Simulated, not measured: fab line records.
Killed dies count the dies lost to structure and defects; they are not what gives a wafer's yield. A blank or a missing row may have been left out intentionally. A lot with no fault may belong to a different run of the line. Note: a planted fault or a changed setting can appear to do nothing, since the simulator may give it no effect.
Problem report, 8D (eight disciplines) form, completed by code ; flow n5Finfet ; the parts of the form that need people (team, actions taken, sign-off) are left out

== 1. WHAT WENT WRONG ==
At N5_BEOL_M13_ETCH_68, runLengthS averages 263.6 s over 2 wafers from 2 lots, while fault-free wafers read 378.5 s, standard deviation 0.41. That is -99 or more standard deviations from the usual mean.
The step: etches SOC in N2/H2, time 355 s.
Earliest sighting: wafer L930.4 on rieDiel-04 at day 16 17:02. The record holds 31 wafers of 11 lots with a number at this step. The rule behind "out" and "out of limits": a value lying over 4 standard deviations away from the usual mean. The rest of the wafers with a number are treated as sound.

== 2. WHAT IT IS, AND WHAT IT ISN'T ==
question;is;is not
which readings at this step;runLengthS;drypumpMotorCurrentA, oesProductAu, rfVppV, showerheadPlenumPTorr, throttleValvePct
which lots;L930, L933;L914, L915, L917, L919, L921, L923, L925, L926, L931
which wafers of those lots;L930.4, L933.5;L930.1, L933.1
read on which tools;rieDiel-04;rieDiel-01, rieDiel-02
when;from day 16 17:02;"up to then (25 sound wafers); but 4 sound wafers of L931, L933 came after"

== 3. WHAT RULES OUT EACH SUSPECT ==
Counting: a tool at a process step up to the reading stays a suspect if it ran every lot that is out. Sound lots after the first of them don't rule it out here, since some wafers of a struck lot are sound.
- rieDiel-04 at N5_BEOL_M13_ETCH_67 (etches SiARC in CF4, target depth 143 nm, time 238.3 s): kept. It processed each lot that is out (first: L930, day 16 16:53); up to then, its last sound lot is L925 (day 15 09:49).
- rieDiel-04 at N5_BEOL_M13_ETCH_68 (etches SOC in N2/H2, time 355 s): kept. It processed each lot that is out (first: L930, day 16 17:02); up to then, its last sound lot is L925 (day 15 09:58). Its own runLengthS readings are out on those wafers.
- In rieDiel-04 at N5_BEOL_M13_ETCH_67, the wafers that are out were processed in chamber 1 and their sound lot-mates in chambers 0, 3.
- In rieDiel-04 at N5_BEOL_M13_ETCH_68, the wafers that are out were processed in chamber 1 and their sound lot-mates in chambers 0, 3.
The count leaves rieDiel-04 at N5_BEOL_M13_ETCH_68 and rieDiel-04 at N5_BEOL_M13_ETCH_67.

== 4. THE CAUSE (what the simulator had put in) ==
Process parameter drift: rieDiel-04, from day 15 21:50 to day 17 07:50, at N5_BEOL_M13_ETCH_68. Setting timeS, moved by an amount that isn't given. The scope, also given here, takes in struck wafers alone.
Counting leaves 2 suspects; this tool is one of them.

== 5. THE EFFECT CHAIN, in route order ==
Each row: a reading where the mean over the struck wafers with a number is more than 3 standard deviations away from the usual. Only readings whose record carries a usual standard deviation are examined. hours: median over the lots of the time between each lot's start at the first step of this table that gives one and its start at this step. sigmas: the change, counted in usual standard deviations.
hours;step;reading;usual;on struck wafers;change;sigmas
0;N5_BEOL_M13_ETCH_68;runLengthS;378.5 s;263.6;-114.9;-99 or more
The process steps in it:
- N5_BEOL_M13_ETCH_68: etches SOC in N2/H2, time 355 s.

== 6. HOW IT WOULD HAVE BEEN CAUGHT EARLIER ==
19 hours passed between the start of the fault at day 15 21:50 and the first reading out of limits in this record, taken at day 16 17:02.
